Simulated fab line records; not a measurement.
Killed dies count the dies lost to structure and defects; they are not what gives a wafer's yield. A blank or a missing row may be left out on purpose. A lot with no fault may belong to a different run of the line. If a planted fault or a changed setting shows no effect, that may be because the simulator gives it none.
Comparing a struck lot with a sound one + flow n5-finfet + 14 steps out of a route of 1938
Sound: wafers L655.2, L655.4, L655.5. Struck: wafers L660.3, L660.6. (L660.4 of the same lot was not struck and is left out.) The cause comes at the end.
Order at every step that has rows: each side's tool, ch and its chambers, its first start. Under that, the readings that differ: sound wafers + struck wafers + difference of the means + sigmas: that difference in standard deviations of wafers without a fault.
alike: readings with means less than 2 such deviations apart, plus words and numbers identical on both sides. not compared: withheld readings, readings lacking a value on some wafer, bounds such as >300 that could conceal the same value, and numbers that have no deviation in the record and whose values overlap.
The two part at a step that has a row with sigmas, a row that says differs or no value, or rows on one side only. Non-overlapping numbers with no deviation appear without sigmas and do not part them. Lack of a reading on every wafer of one side parts them only where that side has two or more wafers.

first, 7 steps without rows for these wafers: N5_BEOL_M12_COAT_04 (resist thk 400 nm); N5_BEOL_M12_EBR_06; N5_BEOL_M12_SOFTBAKE_05 (time 60 s); N5_BEOL_M12_EXPOSE_07 (exposes mask V11); N5_BEOL_M12_PEB_08 (peb time 90 s); N5_BEOL_M12_DEVELOP_09 (develop time 45 s); N5_BEOL_M12_HARDBAKE_14 (time 120 s).
N5_BEOL_M12_CD_MEAS_10: target cd 140 nm.
  sound on cd-sem-03 ch 0, day 12 15:01; struck on cd-sem-01 ch 0, day 13 19:34
  alike: cd-nm
N5_BEOL_M12_OVL_MEAS_11:
  sound on overlay-01 ch 0, day 12 15:03; struck on overlay-02 ch 0, day 13 19:36
  alike: V11_OVL
N5_BEOL_M12_INSPECT_12: inspects for defects (macro).
  sound on defect-inspect-01, day 12 15:04; struck on defect-inspect-02, day 13 19:38
  alike: raw-defect-count
N5_BEOL_M12_DESCUM_15: chemistry O2, time 7.9 s.
  sound on rie-diel-01 ch 1,2, day 12 15:27; struck on rie-diel-01 ch 2, day 13 19:40
  alike: drypump-motor-current-A, o2-flow-sccm, oes-product-au, rf-fwd-power-W, rf-vpp-V, showerhead-plenum-p-Torr, throttle-valve-pct
  not compared: rf-hours-counter-h
N5_BEOL_M12_ETCH_59: etches BARC in N2/H2, target depth 89 nm, overetch 26.7 nm, time 67.9 s.
  sound on rie-diel-01 ch 1,2, day 12 15:29; struck on rie-diel-01 ch 2, day 13 19:41
| reading            | sound       | struck  | difference | sigmas |
|--------------------|-------------|---------|------------|--------|
| rf-fwd-power-W (W) | 837 837 835 | 830 829 | -7         | -2     |
  alike: drypump-motor-current-A, h2-flow-sccm, oes-product-au, rf-vpp-V, showerhead-plenum-p-Torr, throttle-valve-pct
  not compared: rf-hours-counter-h
N5_BEOL_M12_VIA_ETCH_16: etches SiOC in C4F8/O2/Ar, target depth 724.8 nm.
  sound on rie-diel-01 ch 1,2, day 12 15:32; struck on rie-diel-01 ch 2, day 13 19:44
| reading               | sound          | struck    | difference | sigmas |
|-----------------------|----------------|-----------|------------|--------|
| oes-product-au (a.u.) | 0.61 0.61 0.84 | 1.03 1.03 | +0.34      | +4     |
  alike: C4F8_flow_sccm, drypump-motor-current-A, rf-fwd-power-W, rf-vpp-V, showerhead-plenum-p-Torr, throttle-valve-pct
N5_BEOL_M12_STRIP_63: strips in N2/H2.
  sound on plasma-asher-02 ch 1, day 12 15:44; struck on plasma-asher-02 ch 0,1, day 13 19:58
  alike: drypump-motor-current-A, h2-flow-sccm, heater-power-w, oes-product-au, strip-time-to-endpoint-s
  not compared: rf-hours-counter-h

## WHERE THEY PART
At N5_BEOL_M12_ETCH_59 first; at N5_BEOL_M12_VIA_ETCH_16 last (within this record only). Later steps at which nothing parts them and some readings are alike: N5_BEOL_M12_STRIP_63.

WHY: the cause the simulator had injected
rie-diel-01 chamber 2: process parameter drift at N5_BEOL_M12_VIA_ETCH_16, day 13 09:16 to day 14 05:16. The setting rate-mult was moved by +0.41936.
